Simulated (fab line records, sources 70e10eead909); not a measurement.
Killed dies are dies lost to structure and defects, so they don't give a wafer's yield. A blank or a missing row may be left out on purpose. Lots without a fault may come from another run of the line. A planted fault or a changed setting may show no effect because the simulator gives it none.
Which tool did it? | flow nand_harc | 13 lots, 39 wafers sampled, at 6 steps of a route of 1159

WHAT THE GAUGES READ, wafer by wafer
NHARC_P_ZERO_WELL_CD_MEAS_52: target cd 2000 nm.
lot  | measured    | on        | cd_nm (nm)
L929 | day 1 17:47 | cd_sem-01 | 2000.7 2000.7 1999.5
L931 | day 2 05:47 | cd_sem-02 | 2001.8 2002.6 1999.9
L932 | day 2 11:54 | cd_sem-01 | 1999.7 2001.3 2000.0
L933 | day 2 17:49 | cd_sem-01 | 1998.4 1998.3 2001.1
L934 | day 2 23:41 | cd_sem-03 | 2001.3 2000.2 2001.4
L936 | day 3 12:26 | cd_sem-03 | 1998.8 1999.0 2001.0
L939 | day 4 05:44 | cd_sem-01 | 2003.2 2003.9 2004.7
L941 | day 4 17:53 | cd_sem-01 | 1998.4 1996.6 1996.6
L942 | day 4 23:44 | cd_sem-03 | 2000.9 2001.8 2001.3
L943 | day 5 05:47 | cd_sem-01 | 1572.0 1572.2 1570.7
L947 | day 6 05:35 | cd_sem-01 | 2001.2 2000.3 2000.7
L951 | day 7 05:37 | cd_sem-01 | 2002.3 2001.0 1999.4
L952 | day 7 11:55 | cd_sem-02 | 2000.6 1998.6 2002.2

NHARC_P_ZERO_WELL_INSPECT_43.
lot  | measured    | on                | raw_defect_count
L929 | day 1 19:37 | defect_inspect-02 | 7 19 18
L931 | day 2 07:37 | defect_inspect-01 | 17 11 17
L932 | day 2 13:44 | defect_inspect-02 | 7 8 9
L933 | day 2 19:40 | defect_inspect-02 | 6 5 26
L934 | day 3 01:32 | defect_inspect-02 | 10 11 17
L936 | day 3 14:53 | defect_inspect-01 | 26 17 27
L939 | day 4 07:34 | defect_inspect-02 | 17 8 9
L941 | day 4 19:41 | defect_inspect-01 | 13 22 29
L942 | day 5 01:34 | defect_inspect-02 | 20 20 21
L943 | day 5 07:37 | defect_inspect-01 | 9 17 13
L947 | day 6 07:23 | defect_inspect-01 | 17 25 19
L951 | day 7 07:27 | defect_inspect-01 | 3 5 8
L952 | day 7 13:43 | defect_inspect-01 | 13 10 15

NHARC_P_STI_CD_MEAS_16.
lot  | measured    | on        | cd_nm (nm)
L929 | day 2 13:16 | cd_sem-01 | 198.8 198.0 202.8
L931 | day 3 02:19 | cd_sem-01 | 199.5 198.0 198.5
L932 | day 3 02:13 | cd_sem-01 | 199.9 201.6 198.2
L933 | day 3 12:14 | cd_sem-03 | 202.7 202.2 200.0
L934 | day 3 23:08 | cd_sem-01 | 198.2 202.9 200.2
L936 | day 4 11:08 | cd_sem-03 | 201.9 199.5 197.6
L939 | day 5 01:07 | cd_sem-03 | 198.5 198.0 201.6
L941 | day 5 13:14 | cd_sem-03 | 203.2 203.5 201.4
L942 | day 5 19:14 | cd_sem-01 | 199.5 200.7 203.7
L947 | day 7 01:56 | cd_sem-02 | 203.4 199.7 201.9
L951 | day 8 03:12 | cd_sem-02 | 200.3 202.8 199.7
L952 | day 8 09:09 | cd_sem-02 | 194.1 200.4 198.7

NHARC_END_SORT_01.
lot  | measured     | on        | killed_at_array | killed_at_other | killed_at_periphery | killed_dies | killed_open | killed_short
L929 | day 20 06:16 | prober-01 | 23 23 21        | 1 0 1           | 1 2 1               | 25 25 23    | 4 3 2       | 1 1 1
L943 | day 23 12:03 | prober-02 | 22 32 29        | 0 1 1           | 573 589 584         | 595 622 614 | 4 6 7       | 3 2 1

WHICH TOOL RAN EACH LOT (tool, then ch and the chambers of the sampled wafers, then the start)
lot  | NHARC_P_ZERO_WELL_EXPOSE_49      | NHARC_P_STI_ETCH_15
L929 | krf_scanner-04 ch 0, day 1 17:38 | rie_si-06 ch 1,3, day 2 13:07
L931 | krf_scanner-04 ch 0, day 2 05:38 | rie_si-04 ch 2,3, day 3 02:07
L932 | krf_scanner-02 ch 0, day 2 11:44 | rie_si-01 ch 0,1,2, day 3 02:03
L933 | krf_scanner-04 ch 0, day 2 17:40 | rie_si-04 ch 1,2,3, day 3 12:02
L934 | krf_scanner-02 ch 0, day 2 23:32 | rie_si-06 ch 1,2,3, day 3 23:00
L936 | krf_scanner-04 ch 0, day 3 12:17 | rie_si-01 ch 2,3, day 4 10:56
L939 | krf_scanner-01 ch 0, day 4 05:35 | rie_si-04 ch 2,3, day 5 00:55
L941 | krf_scanner-04 ch 0, day 4 17:44 | rie_si-01 ch 0,1,2, day 5 13:05
L942 | krf_scanner-01 ch 0, day 4 23:35 | rie_si-04 ch 1,3, day 5 19:05
L943 | krf_scanner-02 ch 0, day 5 05:38 | -
L947 | krf_scanner-02 ch 0, day 6 05:25 | rie_si-04 ch 1,2, day 7 01:45
L951 | krf_scanner-04 ch 0, day 7 05:28 | rie_si-01 ch 1,3, day 8 03:02
L952 | krf_scanner-02 ch 0, day 7 11:45 | rie_si-06 ch 0,1,3, day 8 09:00
- NHARC_P_ZERO_WELL_EXPOSE_49: exposes mask P HVPW, target cd 2000 nm.
- NHARC_P_STI_ETCH_15: etches the open film in HBr/Cl2, target depth 300 nm, time 100.1 s.

WHAT THE TOOLS THEMSELVES READ (means of the sampled wafers that have a number; where no wafer has one, the mark that the record gives instead)
NHARC_P_ZERO_WELL_EXPOSE_49.
lot  | tool           | focus_offset_nm (nm) | reticle_temp_C (C)
L929 | krf_scanner-04 | -0.1                 | 22.93
L931 | krf_scanner-04 | 0.1                  | 23.01
L932 | krf_scanner-02 | 0.6                  | 22.96
L933 | krf_scanner-04 | 0.5                  | 22.93
L934 | krf_scanner-02 | 0.3                  | 22.92
L936 | krf_scanner-04 | 0.5                  | 23.02
L939 | krf_scanner-01 | -0.1                 | 23.04
L941 | krf_scanner-04 | 0.4                  | 23.08
L942 | krf_scanner-01 | -0.2                 | 23.00
L943 | krf_scanner-02 | 0.3                  | 23.02
L947 | krf_scanner-02 | 0.5                  | 22.97
L951 | krf_scanner-04 | -0.3                 | 23.02
L952 | krf_scanner-02 | -0.0                 | 23.12

NHARC_P_STI_ETCH_15.
lot  | tool      | drypump_motor_current_A (A) | oes_product_au (a.u.) | throttle_valve_pct (%)
L929 | rie_si-06 | 5.4                         | 1.008                 | 26.409
L931 | rie_si-04 | 5.7                         | 0.998                 | 26.405
L932 | rie_si-01 | 5.8                         | 1.005                 | 26.415
L933 | rie_si-04 | 5.4                         | 0.997                 | 26.398
L934 | rie_si-06 | 5.7                         | 1.010                 | 26.398
L936 | rie_si-01 | 6.1                         | 1.002                 | 26.412
L939 | rie_si-04 | 5.3                         | 0.982                 | 26.407
L941 | rie_si-01 | 5.8                         | 1.001                 | 26.406
L942 | rie_si-04 | 5.0                         | 0.985                 | 26.408
L947 | rie_si-04 | 5.7                         | 1.004                 | 26.398
L951 | rie_si-01 | 6.1                         | 1.002                 | 26.403
L952 | rie_si-06 | 5.8                         | 1.002                 | 26.408

THE ANSWER, worked out from the rows above alone
Rule: what is usual is taken from the lots themselves. Put in order of their means at a reading, lots are off if they are a third of the lots or fewer, leave a main group of 4 or more, and stand apart from it by a gap of 3 or more times the standard deviation of the main group's means; of several such gaps the widest counts. A main group whose means are all the same, to the digits that the tables above print for the reading, isn't used. A lot without any number at a reading at which 4 lots or more have one is off too. The other lots that the step has rows for count as sound. The gauges are gone through in route order, then the tools' own readings, and for those a lot's mean is taken as printed above. The first step at which some lot is off is used, and at that step the reading that is off furthest; a lot without a number counts as furthest.
Off: L943, at NHARC_P_ZERO_WELL_CD_MEAS_52 (cd_nm). The main group: mean 2000.5 nm, standard deviation 1.5.
A tool fits if, at a process step before that reading, it ran every lot that is off, and no sound lot after the first of them. The gauges at NHARC_P_ZERO_WELL_CD_MEAS_52 are tried like those tools. None of those tried fits.

WHAT THE SIMULATOR HAD PUT IN
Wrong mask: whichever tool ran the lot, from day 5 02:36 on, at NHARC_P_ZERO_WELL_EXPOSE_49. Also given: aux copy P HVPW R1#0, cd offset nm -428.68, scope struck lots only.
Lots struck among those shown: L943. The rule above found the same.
